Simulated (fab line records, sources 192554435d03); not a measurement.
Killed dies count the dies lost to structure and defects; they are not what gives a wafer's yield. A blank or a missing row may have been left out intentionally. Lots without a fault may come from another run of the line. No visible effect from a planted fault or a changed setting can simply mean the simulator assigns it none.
Split-lot study ; flow n5-finfet ; 21 wafers read from 7 lots, route of 1938 steps

## THE SPLIT
At N5_BEOL_M3_TRENCH_ETCH_37 (etches SiOC in C4F6/O2, target depth 55.555 nm, time 29.2 s), the setting time-s was moved away from the recipe's 29.2 s on 7 of the 21 wafers read, by -22.0% to +20.7%. All remaining wafers had this setting at the recipe value.

## FROM THE SPLIT TO THE READING: what the file shows between them, 2 steps
- N5_BEOL_M3_ETCH_41: etches SiCN in CH3F/O2, target depth 29.9 nm, time 52.5 s
- N5_BEOL_M3_STRIP_97: strips in N2/H2, time 10 s

## THE READING
trench-depth-nm, in nm, at N5_BEOL_M3_OCD_MEAS_38. A value of 55.1 nm with a standard deviation of 1.4 nm is what fault-free wafers of this fab line usually give.

wafer;tool, chamber at the split;time-s as run, s;against the recipe;trench-depth-nm, nm;against lot-mates on the recipe
L074.2;rie-diel-04, 0;29.2;recipe;53.3;-
L074.4;rie-diel-04, 3;29.2;recipe;57.5;-
L074.5;rie-diel-04, 0;29.2;recipe;53.0;-
L080.2;rie-diel-04, 0;35.24;+20.7%;64.7;+10.0
L080.3;rie-diel-04, 3;35.24;+20.7%;69.5;+14.8
L080.6;rie-diel-04, 1;29.2;recipe;54.7;-
L084.1;rie-diel-04, 0;29.2;recipe;53.8;-
L084.2;rie-diel-04, 1;32.7;+12.0%;61.6;+7.8
L084.3;rie-diel-04, 3;32.7;+12.0%;63.5;+9.7
L083.2;rie-diel-06, 0;29.2;recipe;57.7;-
L083.5;rie-diel-06, 3;29.2;recipe;56.2;-
L083.6;rie-diel-06, 2;29.2;recipe;54.5;-
L087.2;rie-diel-06, 2;29.2;recipe;53.9;-
L087.4;rie-diel-06, 3;29.2;recipe;55.2;-
L087.5;rie-diel-06, 3;29.2;recipe;55.2;-
L092.2;rie-diel-04, 0;29.2;recipe;57.1;-
L092.4;rie-diel-04, 0;32.87;+12.6%;64.3;+7.2
L092.6;rie-diel-04, 3;29.2;recipe;57.1;-
L094.1;rie-diel-02, 1;22.79;-22.0%;43.1;-11.8
L094.4;rie-diel-02, 3;29.2;recipe;54.9;-
L094.5;rie-diel-02, 1;22.79;-22.0%;41.9;-13.0

THE FIT
A straight line over all 21 wafers: trench-depth-nm changes by +0.589 nm for each +1% of time-s; r = +0.97; the points scatter about the line by 1.6 nm.
The same after taking each lot's own level away (the mean of its wafers on the recipe; 21 wafers): +0.596 nm for each +1%; r = +0.98; scatter 1.4 nm.
On that fit, the largest move of time-s shifts the reading by 13 nm.
Measured against the standard deviation above, the lots' own levels, which go from 53.80 to 57.10 nm, span 2.4 times it.
Consequently the slope shifts little with the lot-to-lot level, the two slopes agreeing.
Check: -13.3 nm against its lot-mates is what the line predicts for one of the wafers moved furthest among these (-22.0%) when that wafer is left out of the fit. Against them it came out at -11.8 nm.

## OTHER SPLITS APPLIED TO THESE WAFERS
Before the reading, these wafers also passed through other splits. Each is held against what the fit with the lots' levels taken away leaves over:
other split on the same wafers;wafers away from the commonest value;r with trench-depth-nm (lot level and that fit taken away)
N5_BEOL_M2_ETCH_69 bias-w;7;-0.21
N5_BEOL_M2_ETCH_70 source-w;6;-0.13
N5_BEOL_M3_ETCH_70 time-s;6;-0.14

## THE WHOLE CHAIN: every reading that the file lists as answering this split, in the file's order
step;what it does;reading;change (the file's fit);r (the file's)
N5_BEOL_M3_TRENCH_ETCH_37;etches SiOC in C4F6/O2, target depth 55.555 nm, time 29.2 s;BEOL_M3.feature-depth-nm (the simulator's own value, which no gauge read);+0.598 nm for each +1% of the setting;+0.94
N5_BEOL_M3_TRENCH_ETCH_37;etches SiOC in C4F6/O2, target depth 55.555 nm, time 29.2 s;etch.depth-nm (the simulator's own value, which no gauge read);+0.597 nm for each +1% of the setting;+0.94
N5_BEOL_M3_OCD_MEAS_38;;trench-depth-nm;+0.599 nm for each +1% of the setting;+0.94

## THE FILE'S OWN FIT
trench-depth-nm changes by +0.599 nm for each +1% of time-s, r = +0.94.
